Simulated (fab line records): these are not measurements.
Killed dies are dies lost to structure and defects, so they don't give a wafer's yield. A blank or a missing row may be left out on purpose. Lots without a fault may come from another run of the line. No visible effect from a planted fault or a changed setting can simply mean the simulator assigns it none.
fab line records + flow n5_finfet
[record]
- lots = 7
- wafers = 21
route steps=1938 shown MIM_TOP@1838 MIM_TOP_LITHO@1845 PASSIVATION@1930
start_h: the number of hours between the record's first day and the start of the first shown wafer of the lot + wait_h: how many hours have passed since the lot's step before this one + " unchanged from the row above + L1.1+2: a row that stands for several wafers + - value missing, or start not given + * or withheld: withheld + < > ~ a bound
route shown NAME@n: NAME is a module with steps in the file, n the number in the route of the first one + usual: the fault-free wafers' mean and standard deviation + same: alike in all rows + chamber/n: place in a boat + sites: readings site by site + _std_site: the standard deviation of these + _edge_site: inner sites' mean taken away from outer sites' mean + radius_mm: for every site, how far away it sits from the centre of the wafer + mask NAME#n: copy n + behind: the most recent tool/chamber to have shaped the wafer + hold: why the lot was held/for how many hours/how that ended + device: transistor that didn't switch, given as n, p or np + end of line: the tests these same wafers got at the end of their route + where a step has no rows: the recipe by itself + killed: the dies lost at the first sort to structure and to defects; this is not the yield of the wafer + map: a wafer's dies, marking killed ones x, the rest . and places with no die _
set.NAME: setting as actually run; set.NAME@STEP: the setting as run at that earlier step + model.NAME: the simulator's own value behind a step, which no gauge read
lots with deliberately changed settings; one table per step, one row per wafer
[[steps]]
[step N5_MIM_TOP_SPUTTER_03]
[recipe]
- material = TiN
- target_thk_a = 350
- temp_c = 200
- power_w = 3000
- chamber_pressure_pa = 0.49996
- gas = Ar
- reactive_partial_pa = 0.37997
- time_s = 89.7
| lot.wafer | tool           | chamber | start_h | wait_h | set.time_s | model.TiN_of_MIM_TOP_SPUTTER_03.thk_nm |
|-----------|----------------|---------|---------|--------|------------|----------------------------------------|
| L074.2+4  | pvd_sputter-01 | -       | 280.07  | 0.0    | 85.53      | 33.2                                   |
| L074.5    | "              | -       | "       | "      | 89.7       | 34.6                                   |
| L075.1+2  | pvd_sputter-01 | -       | 284.41  | 0.0    | 89.7       | 34.4                                   |
| L075.5    | "              | -       | "       | "      | 89.7       | 34.6                                   |
| L079.1    | pvd_sputter-03 | -       | 289.98  | 0.0    | 89.7       | 35.8                                   |
| L079.2    | "              | -       | "       | "      | 89.7       | 35.2                                   |
| L079.4    | "              | -       | "       | "      | 89.7       | 35.4                                   |
| L088.1    | pvd_sputter-03 | -       | 337.72  | 0.0    | 89.7       | 35.2                                   |
| L088.2    | "              | -       | "       | "      | 77.96      | 30.6                                   |
| L088.6    | "              | -       | "       | "      | 77.96      | 31                                     |
| L091.1+5  | pvd_sputter-01 | -       | 371.47  | 0.0    | 89.7       | 34.8                                   |
| L091.6    | "              | -       | "       | "      | 103        | 40                                     |
| L093.2    | pvd_sputter-02 | -       | 388.80  | 0.0    | 89.7       | 35.2                                   |
| L093.3    | "              | -       | "       | "      | 81.51      | 31.8                                   |
| L093.5    | "              | -       | "       | "      | 81.51      | 31.6                                   |
| L094.1    | pvd_sputter-01 | -       | 389.52  | 0.0    | 98.2       | 38.4                                   |
| L094.2    | "              | -       | "       | "      | 89.7       | 35                                     |
| L094.5    | "              | -       | "       | "      | 98.2       | 38.2                                   |
[step N5_MIM_TOP_LITHO_DEVELOP_07]
[recipe]
- develop_time_s = 60
- rinse_liquid = diw
- dry = air_spin
- dev_temp_c = 21
| lot.wafer  | tool           | chamber | start_h | wait_h | set.develop_time_s |
|------------|----------------|---------|---------|--------|--------------------|
| L074.2+4   | litho_track-05 | 0       | -       | -      | 64.08              |
| L074.5     | "              | 0       | "       | "      | 60                 |
| L075.1+2+5 | litho_track-04 | 0       | -       | -      | 60                 |
| L079.1+2   | litho_track-05 | 0       | -       | -      | 60                 |
| L079.4     | "              | 0       | "       | "      | 56.38              |
| L088.1+2+6 | litho_track-04 | 0       | -       | -      | 60                 |
| L091.1+6   | litho_track-05 | 0       | -       | -      | 60                 |
| L091.5     | "              | 0       | "       | "      | 71.27              |
| L093.2+5   | litho_track-04 | 0       | -       | -      | 60                 |
| L093.3     | "              | 0       | "       | "      | 49.55              |
| L094.1+2   | litho_track-04 | 0       | -       | -      | 60                 |
| L094.5     | "              | 0       | "       | "      | 49.89              |
[step N5_MIM_TOP_LITHO_HARDBAKE_09]
[recipe]
- temp_c = 130
- time_s = 120
[step N5_MIM_TOP_LITHO_CD_MEAS_08]
[recipe]
- target_cd_nm = 2000
- landing_energy_ev = 500
- detector = se_inlens
[usual]
- cd_nm = 2000.3/1.5
| lot.wafer | tool      | chamber | start_h | wait_h | set.develop_time_s@MIM_TOP_LITHO_DEVELOP_07 | cd_nm  |
|-----------|-----------|---------|---------|--------|---------------------------------------------|--------|
| L074.2    | cd_sem-02 | 0       | 280.46  | -      | 64.08                                       | 1996.6 |
| L074.4    | "         | 0       | "       | "      | 64.08                                       | 1997.9 |
| L074.5    | "         | 0       | "       | "      | 60                                          | 1997.5 |
| L075.1    | cd_sem-01 | 0       | 284.93  | -      | 60                                          | 2000.4 |
| L075.2    | "         | 0       | "       | "      | 60                                          | 2000.7 |
| L075.5    | "         | 0       | "       | "      | 60                                          | 2001.2 |
| L079.1    | cd_sem-03 | 0       | 290.50  | -      | 60                                          | 2000.6 |
| L079.2    | "         | 0       | "       | "      | 60                                          | 1999.8 |
| L079.4    | "         | 0       | "       | "      | 56.38                                       | 2001.8 |
| L088.1    | cd_sem-03 | 0       | 338.11  | -      | 60                                          | 2003.1 |
| L088.2    | "         | 0       | "       | "      | 60                                          | 2000.8 |
| L088.6    | "         | 0       | "       | "      | 60                                          | 2000.5 |
| L091.1    | cd_sem-03 | 0       | 371.86  | -      | 60                                          | 1999.4 |
| L091.5    | "         | 0       | "       | "      | 71.27                                       | 1996.1 |
| L091.6    | "         | 0       | "       | "      | 60                                          | 2000.2 |
| L093.2    | cd_sem-02 | 0       | 389.19  | -      | 60                                          | 1999.2 |
| L093.3    | "         | 0       | "       | "      | 49.55                                       | 2004.0 |
| L093.5    | "         | 0       | "       | "      | 60                                          | 2000.4 |
| L094.1    | cd_sem-02 | 0       | 389.91  | -      | 60                                          | 2004.5 |
| L094.2    | "         | 0       | "       | "      | 60                                          | 2003.0 |
| L094.5    | "         | 0       | "       | "      | 49.89                                       | 2006.3 |
[step N5_PASSIVATION_ETCH_54]
[recipe]
- chemistry = CHF3/O2
- target = SiO2
- target_depth_a = 8800
- CHF3_flow_sccm = 50
- O2_flow_sccm = 5
- Ar_flow_sccm = 200
- time_s = 440
- mask_material = PR
- pressure_mtorr = 30
- source_w = 650
- bias_w = 170
- ion_energy_ev = 200
[usual]
- rf_vpp_V = 521/4.5
| lot.wafer | tool        | chamber | start_h | wait_h | set.bias_w | rf_vpp_V |
|-----------|-------------|---------|---------|--------|------------|----------|
| L074.2    | rie_diel-05 | 2       | 288.64  | 0.1    | 183        | 548      |
| L074.4    | "           | 1       | "       | "      | 183        | 549      |
| L074.5    | "           | 3       | "       | "      | 183        | 551      |
| L075.1    | rie_diel-05 | 3       | 294.24  | 0.1    | 170        | 518      |
| L075.2    | "           | 1       | "       | "      | 170        | 517      |
| L075.5    | "           | 3       | "       | "      | 170        | 518      |
| L079.1    | rie_diel-05 | 0       | 297.68  | 0.1    | 192.2      | 575      |
| L079.2    | "           | 2       | "       | "      | 170        | 516      |
| L079.4    | "           | 1       | "       | "      | 170        | 519      |
| L088.1    | rie_diel-05 | 0       | 345.78  | 0.5    | 170        | 522      |
| L088.2    | "           | 1       | "       | "      | 170        | 518      |
| L088.6    | "           | 0       | "       | "      | 159.8      | 495      |
| L091.1    | rie_diel-03 | 3       | 379.06  | 0.1    | 170        | 520      |
| L091.5    | "           | 2       | "       | "      | 170        | 524      |
| L091.6    | "           | 3       | "       | "      | 195.3      | 579      |
| L093.2    | rie_diel-03 | 2       | 396.86  | 0.1    | 170        | 523      |
| L093.3    | "           | 3       | "       | "      | 170        | 518      |
| L093.5    | "           | 0       | "       | "      | 170        | 514      |
| L094.1    | rie_diel-03 | 1       | 398.29  | 0.1    | 155.6      | 487      |
| L094.2    | "           | 2       | "       | "      | 170        | 522      |
| L094.5    | "           | 2       | "       | "      | 170        | 524      |
[[key]]
[split]
- step = N5_MIM_TOP_SPUTTER_03
- setting = time_s
- stated = 89.7
- by = wafer
[response]
- step = N5_MIM_TOP_SPUTTER_03
- reading = model.TiN_of_MIM_TOP_SPUTTER_03.thk_nm
- change = +0.349
- per = 1%
- r = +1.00
[split]
- step = N5_MIM_TOP_LITHO_DEVELOP_07
- setting = develop_time_s
- stated = 60
- by = wafer
[response]
- step = N5_MIM_TOP_LITHO_CD_MEAS_08
- reading = cd_nm
- change = -0.194
- per = 1%
- r = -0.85
[split]
- step = N5_PASSIVATION_ETCH_54
- setting = bias_w
- stated = 170
- by = wafer
[response]
- step = N5_PASSIVATION_ETCH_54
- reading = rf_vpp_V
- change = +4.11
- per = 1%
- r = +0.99
